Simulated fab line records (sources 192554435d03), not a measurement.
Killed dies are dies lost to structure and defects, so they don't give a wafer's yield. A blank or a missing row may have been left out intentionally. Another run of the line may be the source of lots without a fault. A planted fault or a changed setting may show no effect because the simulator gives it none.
Split-lot study    flow n5 finfet    7 lots, 39 wafers read, on a route of 1938 steps

ON THE SPLIT
At N5_BEOL_M9_TRENCH_ETCH_37 (etches SiCOH lowk in C4F6/O2, target depth 151.43 nm, time 49 s), the setting target depth a was moved away from the recipe's 1514.3 angstrom on 15 of the 39 wafers read, by -57.2% to +47.8%. The other wafers ran this setting at the recipe's value.

FROM THE SPLIT TO THE READING: what the file shows between them, 8 steps
- N5_BEOL_M9_ETCH_41: etches SiCN in CH3F/O2, target depth 36.6 nm, time 70.1 s
- N5_BEOL_M9_STRIP_80: strips in N2/H2, time 10 s
- N5_BEOL_M9_OCD_MEAS_38
- N5_BEOL_M9_HM_STRIP_39: strips TiN in peroxide tin strip, target depth 25 nm, time 158 s
- N5_BEOL_M9_SRD_40: time 30 s
- N5_BEOL_M9_ECD_50: material Cu, target thk 318 nm
- N5_BEOL_M9_ANNEAL_51: time 90 s
- N5_BEOL_M9_CMP_52: polishes, stops on SiCOH lowk, t overpolish 7 s, target thk 140 nm

THE READING
M9_THK, in nm, at N5_BEOL_M9_THK_MEAS_53 (measures by xrf). Fault-free wafers of this fab line usually give 142.9 nm, standard deviation 2.5 nm.

wafer   tool, chamber at the split  target depth a as run, angstrom  against the recipe  M9_THK, nm  against lot-mates on the recipe
L075.1  rie diel-06, 1              1514.3                           recipe              141.3       -
L075.2  rie diel-06, 0              1514.3                           recipe              139.6       -
L075.3  rie diel-06, 2              1514.3                           recipe              138.6       -
L075.4  rie diel-06, 3              1514.3                           recipe              138.9       -
L075.5  rie diel-06, 3              1514.3                           recipe              143.1       -
L075.6  rie diel-06, 2              1514.3                           recipe              138.9       -
L076.1  rie diel-02, 0              2238                             +47.8%              218.5       +77.6
L076.2  rie diel-02, 1              2238                             +47.8%              211.0       +70.1
L076.3  rie diel-02, 3              2238                             +47.8%              210.4       +69.5
L076.4  rie diel-02, 2              1514.3                           recipe              138.9       -
L076.5  rie diel-02, 1              1514.3                           recipe              139.6       -
L076.6  rie diel-02, 0              1514.3                           recipe              144.2       -
L080.1  rie diel-04, 1              2215                             +46.3%              218.0       +72.9
L080.2  rie diel-04, 2              1514.3                           recipe              146.1       -
L080.3  rie diel-04, 0              1514.3                           recipe              145.4       -
L080.4  rie diel-04, 3              2215                             +46.3%              215.5       +70.4
L080.5  rie diel-04, 2              1514.3                           recipe              143.8       -
L080.6  rie diel-04, 3              2215                             +46.3%              215.5       +70.4
L078.1  rie diel-06, 0              1514.3                           recipe              141.7       -
L078.2  rie diel-06, 3              647.8                            -57.2%              52.4        -90.7
L078.3  rie diel-06, 1              647.8                            -57.2%              55.2        -87.9
L078.4  rie diel-06, 2              647.8                            -57.2%              54.7        -88.4
L078.5  rie diel-06, 3              1514.3                           recipe              142.3       -
L078.6  rie diel-06, 2              1514.3                           recipe              145.4       -
L084.1  rie diel-04, 3              841.3                            -44.4%              75.8        -70.3
L084.2  rie diel-04, 2              1514.3                           recipe              147.1       -
L084.3  rie diel-04, 0              1514.3                           recipe              145.1       -
L084.4  rie diel-04, 1              841.3                            -44.4%              74.8        -71.3
L084.5  rie diel-04, 3              841.3                            -44.4%              73.7        -72.4
L084.6  rie diel-04, 0              1514.3                           recipe              146.0       -
L094.1  rie diel-04, 2              1514.3                           recipe              143.6       -
L094.3  rie diel-04, 0              1514.3                           recipe              144.8       -
L094.5  rie diel-04, 1              1514.3                           recipe              143.9       -
L092.1  rie diel-04, 0              1514.3                           recipe              144.8       -
L092.2  rie diel-04, 2              934.7                            -38.3%              86.8        -58.9
L092.3  rie diel-04, 3              934.7                            -38.3%              85.7        -60.0
L092.4  rie diel-04, 1              1514.3                           recipe              146.5       -
L092.5  rie diel-04, 1              934.7                            -38.3%              85.2        -60.5
L092.6  rie diel-04, 0              1514.3                           recipe              145.9       -

THE FIT
A straight line over all 39 wafers: M9_THK changes by +1.53 nm for each +1% of target depth a; r = +1.00; the points scatter about the line by 2.8 nm.
The same after taking each lot's own level away (the mean of its wafers on the recipe; 39 wafers): +1.55 nm for each +1%; r = +1.00; scatter 1.8 nm.
On that fit, the largest move of target depth a shifts the reading by 89 nm.
From 140.07 to 146.07 nm: that is the span of the lots' own levels, equal to 2.4 times the standard deviation above.
So the lot-to-lot level changes the slope little: the two slopes agree.
Check: for one of the wafers moved furthest among these (-57.2%), held out of the fit, the line's prediction against its lot-mates is -89 nm. Against them it came out at -90.7 nm.

THESE WAFERS: OTHER SPLITS
These wafers also went through other splits before the reading. Each is held against what the fit with the lots' levels taken away leaves over:
other split on the same wafers    wafers away from the commonest value  r with M9_THK (lot level and that fit taken away)
N5_BEOL_M4_TRENCH_ETCH_37 time s  12                                    +0.10

THE WHOLE CHAIN: every reading that the file lists as answering this split, in the file's order
step                       what it does                                                        reading                                                                           change (the file's fit)                                                                  r (the file's)
N5_BEOL_M9_TRENCH_ETCH_37  etches SiCOH lowk in C4F6/O2, target depth 151.43 nm, time 49 s     BEOL_M9.feature depth nm (the simulator's own value, which no gauge read)         +1.52 nm for each +1% of the setting                                                     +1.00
N5_BEOL_M9_TRENCH_ETCH_37  etches SiCOH lowk in C4F6/O2, target depth 151.43 nm, time 49 s     etch.depth nm (the simulator's own value, which no gauge read)                    +1.52 nm for each +1% of the setting                                                     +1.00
N5_BEOL_M9_TRENCH_ETCH_37  etches SiCOH lowk in C4F6/O2, target depth 151.43 nm, time 49 s     TiN_of_BEOL_M9_HM_DEP_02.thk nm (the simulator's own value, which no gauge read)  -0.0422 nm for each +1% of the setting                                                   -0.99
N5_BEOL_M9_OCD_MEAS_38                                                                         trench depth nm                                                                   +1.52 nm for each +1% of the setting                                                     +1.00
N5_BEOL_M9_CMP_52          polishes, stops on SiCOH lowk, t overpolish 7 s, target thk 140 nm  Cu_of_BEOL_M9_ECD_50.thk nm (the simulator's own value, which no gauge read)      +1.52 nm for each +1% of the setting                                                     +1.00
N5_BEOL_M9_THK_MEAS_53     measures by xrf                                                     M9_THK                                                                            +1.55 for each +1% of the setting                                                        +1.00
N5_BEOL_M9_RS_MEAS_57      measures by four-point-probe                                        M9_RS                                                                             not straight: 0.4719 at the lowest setting, 0.1503 at the recipe, 0.0979 at the highest  not given

FILE'S OWN FIT
M9_THK changes by +1.55 nm for each +1% of target depth a, r = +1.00.
